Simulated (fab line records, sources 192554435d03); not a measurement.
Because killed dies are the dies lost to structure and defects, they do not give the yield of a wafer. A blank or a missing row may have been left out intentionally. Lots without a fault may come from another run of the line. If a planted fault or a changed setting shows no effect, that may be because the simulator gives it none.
Problem report in the 8D (eight disciplines) form, filled by code || flow n5 finfet || the parts of the form that need people (team, actions taken, sign-off) are left out

== 1. WHAT WENT WRONG ==
spin speed rpm at N5_BEOL_M0_SAQP_COAT_82 reads a mean of 1591.0 rpm on 6 wafers of 2 lots; wafers without a fault read 1500.0 rpm with a standard deviation of 0.96. That puts it +95 standard deviations away from the usual mean.
The step: time 60 s, resist thk 30 nm.
First seen on wafer L199.1, day 10 08:14, on litho track-05. The record holds 39 wafers of 13 lots with a number at this step. The rule behind "out" and "out of limits": a value lying over 4 standard deviations away from the usual mean. The rest of the wafers with a number are treated as sound.

== 2. WHAT IT IS, AND WHAT IT ISN'T ==
{"question": "which readings at this step", "is": "spin speed rpm", "is not": "dispense pressure kPa"}
{"question": "which lots", "is": "L199, L201", "is not": "L186, L187, L188, L190, L191, L192, L193, L194, L195, L200, L203"}
{"question": "which wafers of those lots", "is": "all that have a number", "is not": "-"}
{"question": "read on which tools", "is": "litho track-05", "is not": "litho track-02, litho track-04"}
{"question": "when", "is": "from day 10 08:14", "is not": "up to then (27 sound wafers); but 6 sound wafers of L200, L203 came after"}

== 3. SUSPECTS, AND WHAT RULES EACH OUT ==
Counting: a tool at a process step up to the reading stays a suspect if it ran every lot that is out and no sound lot after the first of them.
- litho track-05 at N5_BEOL_M0_SAQP_COAT_82 (time 60 s, resist thk 30 nm): kept. It processed each lot that is out, first L199 at day 10 08:14, and no sound lot thereafter; up to then, the last sound lot it processed was L195 at day 9 10:32. Its own readings are out on those wafers: spin speed rpm.
After counting, what remains is litho track-05 at N5_BEOL_M0_SAQP_COAT_82.

== 4. THE CAUSE (what the simulator had put in) ==
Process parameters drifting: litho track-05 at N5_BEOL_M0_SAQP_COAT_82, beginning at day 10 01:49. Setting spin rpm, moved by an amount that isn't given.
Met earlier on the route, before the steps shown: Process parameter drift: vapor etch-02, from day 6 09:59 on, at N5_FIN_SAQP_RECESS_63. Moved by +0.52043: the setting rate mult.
Only this tool survived the counting.

== 5. SEQUENCE OF EFFECTS, ordered by route ==
One row per reading whose mean, taken over the struck wafers that have a number, lies over 3 standard deviations from the usual. Only readings whose record carries a usual standard deviation are examined. hours: median over the lots of the time between each lot's start at the first step of this table that gives one and its start at this step. sigmas: the change, counted in usual standard deviations.
{"hours": 0, "step": "N5_BEOL_M0_SAQP_COAT_82", "reading": "spin speed rpm", "usual": "1500.0 rpm", "on struck wafers": 1591.0, "change": "+91.0", "sigmas": "+95"}
Its process steps:
- N5_BEOL_M0_SAQP_COAT_82: time 60 s, resist thk 30 nm.

== 6. HOW IT WOULD HAVE BEEN CAUGHT EARLIER ==
First out-of-limits reading in this record: day 10 08:14, which is 6 hours after fault onset at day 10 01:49.
